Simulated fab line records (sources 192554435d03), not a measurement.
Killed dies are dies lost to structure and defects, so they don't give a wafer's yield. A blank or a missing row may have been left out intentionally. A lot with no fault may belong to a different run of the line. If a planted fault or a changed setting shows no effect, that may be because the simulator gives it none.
Split-lot trial / flow n5_finfet / route with 1938 steps; 7 lots, 39 wafers read

== SPLIT DETAILS ==
At N5_DUMMY_GATE_ETCH_44 (etches poly-Si in HBr/O2, stops on SiO2, target depth 127.5 nm), the setting target_depth_a was moved away from the recipe's 1275 angstrom on 9 of the 39 wafers read, by -12.0% to +5.3%. This setting was run at the recipe's value on the other wafers.

The reading is taken at the split's own step.

== THE READING ==
oes_product_au, in a.u., at N5_DUMMY_GATE_ETCH_44 (etches poly-Si in HBr/O2, stops on SiO2, target depth 127.5 nm). Fault-free wafers of this fab line usually give 0.726 a.u., standard deviation 0.0091 a.u.

wafer=L074.1; tool, chamber at the split=rie_si-04, 0; target_depth_a as run, angstrom=1275; against the recipe=recipe; oes_product_au, a.u.=0.710; against lot-mates on the recipe=-
wafer=L074.2; tool, chamber at the split=rie_si-04, 3; target_depth_a as run, angstrom=1275; against the recipe=recipe; oes_product_au, a.u.=0.721; against lot-mates on the recipe=-
wafer=L074.3; tool, chamber at the split=rie_si-04, 1; target_depth_a as run, angstrom=1275; against the recipe=recipe; oes_product_au, a.u.=0.726; against lot-mates on the recipe=-
wafer=L074.4; tool, chamber at the split=rie_si-04, 2; target_depth_a as run, angstrom=1275; against the recipe=recipe; oes_product_au, a.u.=0.724; against lot-mates on the recipe=-
wafer=L074.5; tool, chamber at the split=rie_si-04, 0; target_depth_a as run, angstrom=1275; against the recipe=recipe; oes_product_au, a.u.=0.716; against lot-mates on the recipe=-
wafer=L074.6; tool, chamber at the split=rie_si-04, 1; target_depth_a as run, angstrom=1275; against the recipe=recipe; oes_product_au, a.u.=0.726; against lot-mates on the recipe=-
wafer=L075.1; tool, chamber at the split=rie_si-02, 2; target_depth_a as run, angstrom=1275; against the recipe=recipe; oes_product_au, a.u.=0.744; against lot-mates on the recipe=-
wafer=L075.2; tool, chamber at the split=rie_si-02, 1; target_depth_a as run, angstrom=1275; against the recipe=recipe; oes_product_au, a.u.=0.718; against lot-mates on the recipe=-
wafer=L075.3; tool, chamber at the split=rie_si-02, 3; target_depth_a as run, angstrom=1275; against the recipe=recipe; oes_product_au, a.u.=0.718; against lot-mates on the recipe=-
wafer=L075.4; tool, chamber at the split=rie_si-02, 0; target_depth_a as run, angstrom=1275; against the recipe=recipe; oes_product_au, a.u.=0.719; against lot-mates on the recipe=-
wafer=L075.5; tool, chamber at the split=rie_si-02, 3; target_depth_a as run, angstrom=1275; against the recipe=recipe; oes_product_au, a.u.=0.727; against lot-mates on the recipe=-
wafer=L075.6; tool, chamber at the split=rie_si-02, 2; target_depth_a as run, angstrom=1275; against the recipe=recipe; oes_product_au, a.u.=0.736; against lot-mates on the recipe=-
wafer=L085.1; tool, chamber at the split=rie_si-02, 2; target_depth_a as run, angstrom=1122; against the recipe=-12.0%; oes_product_au, a.u.=0.790; against lot-mates on the recipe=+0.070
wafer=L085.2; tool, chamber at the split=rie_si-02, 0; target_depth_a as run, angstrom=1122; against the recipe=-12.0%; oes_product_au, a.u.=0.779; against lot-mates on the recipe=+0.059
wafer=L085.3; tool, chamber at the split=rie_si-02, 1; target_depth_a as run, angstrom=1275; against the recipe=recipe; oes_product_au, a.u.=0.709; against lot-mates on the recipe=-
wafer=L085.4; tool, chamber at the split=rie_si-02, 3; target_depth_a as run, angstrom=1275; against the recipe=recipe; oes_product_au, a.u.=0.718; against lot-mates on the recipe=-
wafer=L085.5; tool, chamber at the split=rie_si-02, 2; target_depth_a as run, angstrom=1275; against the recipe=recipe; oes_product_au, a.u.=0.734; against lot-mates on the recipe=-
wafer=L085.6; tool, chamber at the split=rie_si-02, 1; target_depth_a as run, angstrom=1122; against the recipe=-12.0%; oes_product_au, a.u.=0.777; against lot-mates on the recipe=+0.057
wafer=L088.1; tool, chamber at the split=rie_si-04, 0; target_depth_a as run, angstrom=1342; against the recipe=+5.3%; oes_product_au, a.u.=0.705; against lot-mates on the recipe=-0.019
wafer=L088.2; tool, chamber at the split=rie_si-04, 3; target_depth_a as run, angstrom=1342; against the recipe=+5.3%; oes_product_au, a.u.=0.711; against lot-mates on the recipe=-0.013
wafer=L088.3; tool, chamber at the split=rie_si-04, 1; target_depth_a as run, angstrom=1342; against the recipe=+5.3%; oes_product_au, a.u.=0.717; against lot-mates on the recipe=-0.007
wafer=L088.4; tool, chamber at the split=rie_si-04, 2; target_depth_a as run, angstrom=1275; against the recipe=recipe; oes_product_au, a.u.=0.725; against lot-mates on the recipe=-
wafer=L088.5; tool, chamber at the split=rie_si-04, 0; target_depth_a as run, angstrom=1275; against the recipe=recipe; oes_product_au, a.u.=0.719; against lot-mates on the recipe=-
wafer=L088.6; tool, chamber at the split=rie_si-04, 3; target_depth_a as run, angstrom=1275; against the recipe=recipe; oes_product_au, a.u.=0.728; against lot-mates on the recipe=-
wafer=L090.1; tool, chamber at the split=rie_si-02, 2; target_depth_a as run, angstrom=1275; against the recipe=recipe; oes_product_au, a.u.=0.733; against lot-mates on the recipe=-
wafer=L090.2; tool, chamber at the split=rie_si-02, 1; target_depth_a as run, angstrom=1275; against the recipe=recipe; oes_product_au, a.u.=0.717; against lot-mates on the recipe=-
wafer=L090.6; tool, chamber at the split=rie_si-02, 0; target_depth_a as run, angstrom=1275; against the recipe=recipe; oes_product_au, a.u.=0.717; against lot-mates on the recipe=-
wafer=L093.1; tool, chamber at the split=rie_si-02, 1; target_depth_a as run, angstrom=1275; against the recipe=recipe; oes_product_au, a.u.=0.723; against lot-mates on the recipe=-
wafer=L093.2; tool, chamber at the split=rie_si-02, 2; target_depth_a as run, angstrom=1275; against the recipe=recipe; oes_product_au, a.u.=0.725; against lot-mates on the recipe=-
wafer=L093.3; tool, chamber at the split=rie_si-02, 3; target_depth_a as run, angstrom=1275; against the recipe=recipe; oes_product_au, a.u.=0.713; against lot-mates on the recipe=-
wafer=L093.4; tool, chamber at the split=rie_si-02, 0; target_depth_a as run, angstrom=1275; against the recipe=recipe; oes_product_au, a.u.=0.718; against lot-mates on the recipe=-
wafer=L093.5; tool, chamber at the split=rie_si-02, 0; target_depth_a as run, angstrom=1275; against the recipe=recipe; oes_product_au, a.u.=0.714; against lot-mates on the recipe=-
wafer=L093.6; tool, chamber at the split=rie_si-02, 3; target_depth_a as run, angstrom=1275; against the recipe=recipe; oes_product_au, a.u.=0.711; against lot-mates on the recipe=-
wafer=L097.1; tool, chamber at the split=rie_si-02, 3; target_depth_a as run, angstrom=1223; against the recipe=-4.1%; oes_product_au, a.u.=0.742; against lot-mates on the recipe=+0.016
wafer=L097.2; tool, chamber at the split=rie_si-02, 2; target_depth_a as run, angstrom=1275; against the recipe=recipe; oes_product_au, a.u.=0.734; against lot-mates on the recipe=-
wafer=L097.3; tool, chamber at the split=rie_si-02, 0; target_depth_a as run, angstrom=1275; against the recipe=recipe; oes_product_au, a.u.=0.714; against lot-mates on the recipe=-
wafer=L097.4; tool, chamber at the split=rie_si-02, 1; target_depth_a as run, angstrom=1223; against the recipe=-4.1%; oes_product_au, a.u.=0.741; against lot-mates on the recipe=+0.015
wafer=L097.5; tool, chamber at the split=rie_si-02, 2; target_depth_a as run, angstrom=1223; against the recipe=-4.1%; oes_product_au, a.u.=0.739; against lot-mates on the recipe=+0.013
wafer=L097.6; tool, chamber at the split=rie_si-02, 3; target_depth_a as run, angstrom=1275; against the recipe=recipe; oes_product_au, a.u.=0.729; against lot-mates on the recipe=-

THE FIT
A straight line over all 39 wafers: oes_product_au changes by -0.00444 a.u. for each +1% of target_depth_a; r = -0.89; the points scatter about the line by 0.0086 a.u.
The same after taking each lot's own level away (the mean of its wafers on the recipe; 39 wafers): -0.00456 a.u. for each +1%; r = -0.91; scatter 0.008 a.u.
On that fit, the largest move of target_depth_a shifts the reading by 0.055 a.u.
Measured against the standard deviation above, the lots' own levels, which go from 0.7173 to 0.7270 a.u., span 1.1 times it.
The two slopes agree, so the slope changes little with the lot-to-lot level.
Check: with one of the wafers moved furthest among these (-12.0%) left out of the fit, the line predicts +0.0509 a.u. for it against its lot-mates. Against them it came out at +0.0697 a.u.
Tool readings at the split's step, against how far the setting was moved: oes_product_au r = -0.89.

== THE OTHER SPLITS THESE WAFERS WENT THROUGH ==
Note: prior to the reading, these wafers also went through further splits. Each is held against what the fit with the lots' levels taken away leaves over:
other split on the same wafers=N5_DUMMY_GATE_ETCH_31 target_depth_a; wafers away from the commonest value=15; r with oes_product_au (lot level and that fit taken away)=+0.22

== FILE'S OWN FIT ==
oes_product_au changes by -0.00463 a.u. for each +1% of target_depth_a, r = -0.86.
